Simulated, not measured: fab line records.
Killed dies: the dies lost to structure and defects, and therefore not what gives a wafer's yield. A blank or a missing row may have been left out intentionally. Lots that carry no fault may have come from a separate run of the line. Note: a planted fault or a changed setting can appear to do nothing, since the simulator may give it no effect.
fab line records	flow n5Finfet
[record] lots = 14	wafers = 39	lastDay = 17
route steps=1938 shown BEOL_M15@1774
lots that met no fault: taken from a fault-free run of the same line
startH: hours from the record's first day to the start of the lot's first wafer shown	waitH: hours elapsed since this lot's preceding step	" the same as in the row above	L1.1+2: a row that stands for several wafers	- either no value or no given start	* or withheld: withheld	< > ~ a bound
route shown NAME@n: names a module that has steps shown in the file, with the first one's number in the route	usual: the fault-free wafers' mean and standard deviation	same: alike in all rows	chamber/n: place in a boat	sites: readings site by site	_std_site: standard deviation across them	_edge_site: outer sites' mean less inner sites'	radiusMm: how far each site lies from the wafer's centre	mask NAME#n: copy n	behind: tool/chamber where the wafer was last shaped	hold: cause of the lot's hold/its duration in hours/its outcome	device: transistor that didn't switch, given as n, p or np	end of line: the route-end tests of the same wafers	a step with no rows: only its recipe	killed: dies that structure and defects cost at the first sort, which is not the same as the wafer's yield	map: a wafer's dies, marking killed ones x, the rest . and places with no die _
set.NAME: the setting the step ran with; set.NAME@STEP: the setting that earlier step ran with	model.NAME: the simulator's own value behind a step, which no gauge read
one table for each step of the route and one row for each wafer, over a sample of lots
services: when a tool's chamber went out of use (startH, in hours from the record's first day, below 0 if earlier), for how many hours, and the reason
[[steps]]
[step N5_BEOL_M15_THK_MEAS_01]
[recipe] reads = SiO2_of_BEOL_M15_ILD_DEP_00
[usual] M15_ILD_THK = 1622/24
lot.wafer	tool	chamber	startH	waitH	M15_ILD_THK[nm]
L814.2	filmMetro-02	-	255.83	0.1	1627
L814.5	"	-	"	"	1645
L814.6	"	-	"	"	1616
L816.2	filmMetro-02	-	258.93	0.3	1602
L816.4	"	-	"	"	1641
L816.6	"	-	"	"	1643
L813.1	filmMetro-01	-	269.55	0.1	1623
L813.3	"	-	"	"	1610
L813.5	"	-	"	"	1639
L818.1	filmMetro-01	-	275.50	0.1	1619
L818.5	"	-	"	"	1620
L817.4	filmMetro-02	-	280.51	0.0	1650
L817.5	"	-	"	"	1626
L817.6	"	-	"	"	1619
L819.2	filmMetro-01	-	281.32	0.1	1604
L819.3	"	-	"	"	1618
L819.6	"	-	"	"	1638
L820.1	filmMetro-01	-	285.11	0.1	1607
L820.4	"	-	"	"	1628
L820.5	"	-	"	"	1622
L823.1	filmMetro-02	-	310.00	0.1	1615
L823.2	"	-	"	"	1644
L823.4	"	-	"	"	1636
L822.1	filmMetro-02	-	310.27	0.1	1648
L822.3	"	-	"	"	1644
L822.4	"	-	"	"	1652
L824.3	filmMetro-02	-	323.56	0.2	1617
L824.6	"	-	"	"	1669
L828.2	filmMetro-02	-	337.36	0.1	1611
L828.5	"	-	"	"	1654
L828.6	"	-	"	"	1633
L827.4	filmMetro-02	-	337.59	0.0	1631
L827.5	"	-	"	"	1614
L827.6	"	-	"	"	1560
L830.2	filmMetro-01	-	340.61	0.1	1611
L830.5	"	-	"	"	1626
L830.6	"	-	"	"	1636
L836.4	filmMetro-01	-	386.47	0.0	1610
L836.6	"	-	"	"	1581
[step N5_BEOL_M15_INSPECT_12]
[recipe] mode = adi	inspectInstrument = macro
[usual] rawDefectCount = 1.9/1.3
lot.wafer	tool	chamber	startH	waitH	rawDefectCount
L814.2	defectInspect-01	-	256.31	0.0	1
L814.5	"	-	"	"	2
L814.6	"	-	"	"	1
L816.2	defectInspect-02	-	259.29	0.0	6
L816.4	"	-	"	"	2
L816.6	"	-	"	"	0
L813.1	defectInspect-02	-	270.03	0.0	0
L813.3	"	-	"	"	2
L813.5	"	-	"	"	1
L818.1	defectInspect-02	-	275.99	0.0	2
L818.5	"	-	"	"	0
L817.4	defectInspect-02	-	280.99	0.0	1
L817.5	"	-	"	"	3
L817.6	"	-	"	"	1
L819.2	defectInspect-02	-	281.69	0.0	4
L819.3	"	-	"	"	2
L819.6	"	-	"	"	0
L820.1	defectInspect-02	-	285.46	0.0	3
L820.4	"	-	"	"	2
L820.5	"	-	"	"	4
L823.1	defectInspect-01	-	310.35	0.0	1
L823.2	"	-	"	"	1
L823.4	"	-	"	"	0
L822.1	defectInspect-02	-	310.75	0.0	1
L822.3	"	-	"	"	1
L822.4	"	-	"	"	2
L824.3	defectInspect-01	-	323.92	0.0	2
L824.6	"	-	"	"	3
L828.2	defectInspect-01	-	337.84	0.0	0
L828.5	"	-	"	"	0
L828.6	"	-	"	"	1
L827.4	defectInspect-02	-	338.08	0.0	3
L827.5	"	-	"	"	4
L827.6	"	-	"	"	2
L830.2	defectInspect-02	-	340.97	0.0	1
L830.5	"	-	"	"	2
L830.6	"	-	"	"	1
L836.4	defectInspect-01	-	386.83	0.0	2
L836.6	"	-	"	"	2
[step N5_BEOL_M15_PEB_26]
[recipe] pebTempC = 130	pebTimeS = 90
[usual] chillPlateTempC = 23.01/0.1	exhaustPa = 45.1/0.92
lot.wafer	tool	chamber	startH	waitH	chillPlateTempC	exhaustPa
L814.2	lithoTrack-03	0	257.78	0.0	23.09	44.9
L814.5	"	0	"	"	23.06	44.3
L814.6	"	0	"	"	23.15	46.0
L816.2	lithoTrack-03	0	260.62	0.0	22.83	45.6
L816.4	"	0	"	"	22.98	46.7
L816.6	"	0	"	"	22.90	45.1
L813.1	lithoTrack-03	0	271.32	0.1	23.02	45.6
L813.3	"	0	"	"	23.17	46.3
L813.5	"	0	"	"	23.08	46.7
L818.1	lithoTrack-02	0	277.73	0.1	22.83	43.8
L818.5	"	0	"	"	22.76	45.2
L817.4	lithoTrack-03	0	282.47	0.0	23.15	44.7
L817.5	"	0	"	"	23.04	46.2
L817.6	"	0	"	"	23.09	45.6
L819.2	lithoTrack-03	0	284.13	0.0	22.79	44.3
L819.3	"	0	"	"	22.94	45.0
L819.6	"	0	"	"	23.00	43.8
L820.1	lithoTrack-01	0	287.98	0.1	23.11	45.7
L820.4	"	0	"	"	23.00	44.3
L820.5	"	0	"	"	23.02	46.0
L823.1	lithoTrack-02	0	311.85	0.1	22.95	44.8
L823.2	"	0	"	"	23.19	44.4
L823.4	"	0	"	"	23.01	45.6
L822.1	lithoTrack-01	0	312.42	0.1	22.97	45.5
L822.3	"	0	"	"	22.94	44.4
L822.4	"	0	"	"	22.98	45.3
L824.3	lithoTrack-01	0	326.11	0.0	22.97	45.3
L824.6	"	0	"	"	23.08	45.6
L828.2	lithoTrack-03	-	339.15	0.0	-	-
L828.5	"	-	"	"	-	-
L828.6	"	-	"	"	-	-
L827.4	lithoTrack-03	-	339.45	0.0	-	-
L827.5	"	-	"	"	-	-
L827.6	"	-	"	"	-	-
L830.2	lithoTrack-01	0	342.57	0.0	22.98	43.7
L830.5	"	0	"	"	23.00	43.9
L830.6	"	0	"	"	23.20	44.0
L836.4	lithoTrack-02	0	388.30	0.0	23.01	46.1
L836.6	"	0	"	"	22.79	45.6
[step N5_BEOL_M15_ETCH_61]
[recipe] chemistry = N2/H2	target = BARC	targetDepthA = 890	overetchA = 267	timeS = 67.9	ionEnergyEv = 200	pressureMtorr = 30	sourceW = 840	biasW = 150	n2FlowSccm = 200	h2FlowSccm = 200
[usual] chamberPressureMTorr = 30.01/0.038	drypumpMotorCurrentA = 6.0/0.56	n2FlowSccm = 200.0/0.54	oesProductAu = 0.66/0.052	rfFwdPowerW = 834/3.3	rfVppV = 523.6/2.3	showerheadPlenumPTorr = 2.53/0.078	throttleValvePct = 17.84/0.23
lot.wafer	tool	chamber	startH	waitH	chamberPressureMTorr	drypumpMotorCurrentA	n2FlowSccm	oesProductAu	rfFwdPowerW	rfHoursCounterH	rfVppV	showerheadPlenumPTorr	throttleValvePct
L814.2	rieDiel-02	2	258.02	0.0	30.01	6.2	200.6	0.72	833	42	528.7	2.68	17.62
L814.5	"	1	"	"	30.01	5.4	201.1	0.63	836	-	522.9	2.53	17.86
L814.6	"	2	"	"	30.05	6.2	199.9	0.72	836	-	529.2	2.68	17.62
L816.2	rieDiel-01	0	260.95	0.0	29.96	5.1	200.3	0.71	833	62	520.6	2.47	17.64
L816.4	"	1	"	"	30.00	6.4	199.4	0.72	833	67	524.9	2.56	17.93
L816.6	"	3	"	"	30.06	6.3	199.5	0.63	834	-	523.1	2.49	17.45
L813.1	rieDiel-01	0	271.56	0.0	29.96	5.1	200.3	0.71	841	66	522.1	2.47	17.65
L813.3	"	2	"	"	30.02	6.8	198.9	0.65	835	149	520.8	2.46	17.70
L813.5	"	0	"	"	30.03	5.1	199.5	0.72	838	-	521.5	2.47	17.65
L818.1	rieDiel-04	2	278.67	0.0	30.01	5.6	199.3	0.62	829	197	520.9	2.43	17.78
L818.5	"	0	"	"	29.98	6.1	200.3	0.62	830	-	527.2	2.64	18.16
L817.4	rieDiel-01	2	284.03	0.0	30.00	6.8	200.1	0.64	838	154	521.9	2.46	17.73
L817.5	"	0	"	"	30.04	5.1	199.2	0.70	835	-	521.8	2.47	17.67
L817.6	"	1	"	"	30.00	6.4	200.6	0.72	831	-	525.6	2.56	17.93
L819.2	rieDiel-01	2	286.47	0.0	30.03	6.8	199.7	0.64	836	155	519.7	2.46	17.71
L819.3	"	3	"	"	30.00	6.2	201.1	0.62	839	214	524.5	2.49	17.46
L819.6	"	3	"	"	30.03	6.3	200.2	0.62	840	-	523.5	2.49	17.45
L820.1	rieDiel-02	1	288.51	0.0	30.03	5.4	200.1	0.62	837	191	522.9	2.53	17.86
L820.4	"	2	"	"	30.00	6.2	199.5	0.72	831	48	529.1	2.68	17.64
L820.5	"	1	"	"	30.01	5.4	199.9	0.63	834	-	523.8	2.53	17.86
L823.1	rieDiel-01	0	312.42	0.0	29.99	5.1	199.5	0.70	835	79	521.3	2.46	17.69
L823.2	"	2	"	"	30.01	6.8	199.4	0.64	832	163	521.4	2.46	17.73
L823.4	"	1	"	"	30.01	6.3	199.7	0.71	831	86	524.1	2.55	17.95
L822.1	rieDiel-04	2	312.66	0.0	30.02	5.7	200.0	0.61	832	207	518.4	2.42	17.78
L822.3	"	0	"	"	30.03	6.1	200.7	0.62	833	213	525.6	2.63	18.18
L822.4	"	2	"	"	29.97	5.7	200.5	0.61	835	-	521.6	2.42	17.78
L824.3	rieDiel-04	1	326.34	0.0	29.98	5.0	200.5	0.69	833	78	523.9	2.60	18.06
L824.6	"	2	"	"	30.00	5.7	199.9	0.61	825	-	519.4	2.42	17.79
L828.2	rieDiel-04	0	339.39	0.0	30.01	6.1	199.5	0.60	834	223	526.0	2.63	18.21
L828.5	"	1	"	"	30.02	5.0	200.3	0.69	838	-	525.2	2.59	18.09
L828.6	"	3	"	"	30.03	6.6	200.3	0.64	833	-	521.0	2.41	17.69
L827.4	rieDiel-01	1	339.69	0.0	29.94	6.4	200.0	0.70	834	94	525.1	2.55	17.97
L827.5	"	1	"	"	29.99	6.4	200.1	0.70	830	-	525.4	2.55	17.96
L827.6	"	0	"	"	30.00	5.1	199.8	0.69	837	-	521.6	2.46	17.70
L830.2	rieDiel-01	3	342.97	0.0	29.99	6.3	199.6	0.61	839	230	522.7	2.48	17.47
L830.5	"	1	"	"	29.99	6.4	200.1	0.71	827	-	524.4	2.55	17.97
L830.6	"	0	"	"	29.99	5.1	200.5	0.68	836	-	521.0	2.46	17.69
L836.4	rieDiel-02	1	388.59	0.0	29.99	5.4	200.4	0.61	837	225	523.9	2.52	17.92
L836.6	"	1	"	"	30.00	5.4	200.3	0.60	840	-	525.0	2.52	17.92
[[services]]
tool	chamber	startH	hours	kind
lithoTrack-03	-	246.46	-	consumableReplace:filter
lithoTrack-01	-	253.55	-	consumableReplace:filter
rieDiel-02	0	264.59	16.2	repair
rieDiel-02	-	271.50	14.6	pm
rieDiel-04	1	310.45	4.1	repair
lithoTrack-02	-	328.68	-	consumableReplace:filter
rieDiel-04	0	360.64	2.0	repair
rieDiel-02	0	361.79	5.2	repair
rieDiel-04	-	377.92	2.8	pm
[[key]]
[firstSign] step = N5_BEOL_M15_PEB_26	reading = toolRecord	direction = missing
effect none on later readings
metAt N5_BEOL_M15_PEB_26
struckLots L827,L828
laterRowsLeftOut L827.4,L827.5,L827.6,L828.2,L828.5,L828.6
sortLeftOut L827.4,L827.5,L827.6,L828.2,L828.5,L828.6
notActingAt N5_BEOL_M15_THK_MEAS_01,N5_BEOL_M15_INSPECT_12,N5_BEOL_M15_ETCH_61
onsetBetween 284.13 339.15
[fault] kind = skippedStepWhole	tool = lithoTrack-03	chamber = -	onsetH = 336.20	steps = N5_BEOL_M15_PEB_26	scope = struckLotsOnly
// sortLeftOut: the simulated sort isn't trusted on such a fault, so these wafers' sort isn't shown, and their yield isn't known
// laterRowsLeftOut: the simulator's readings of these wafers behind a module that went badly wrong aren't trusted and aren't shown, but for the sort
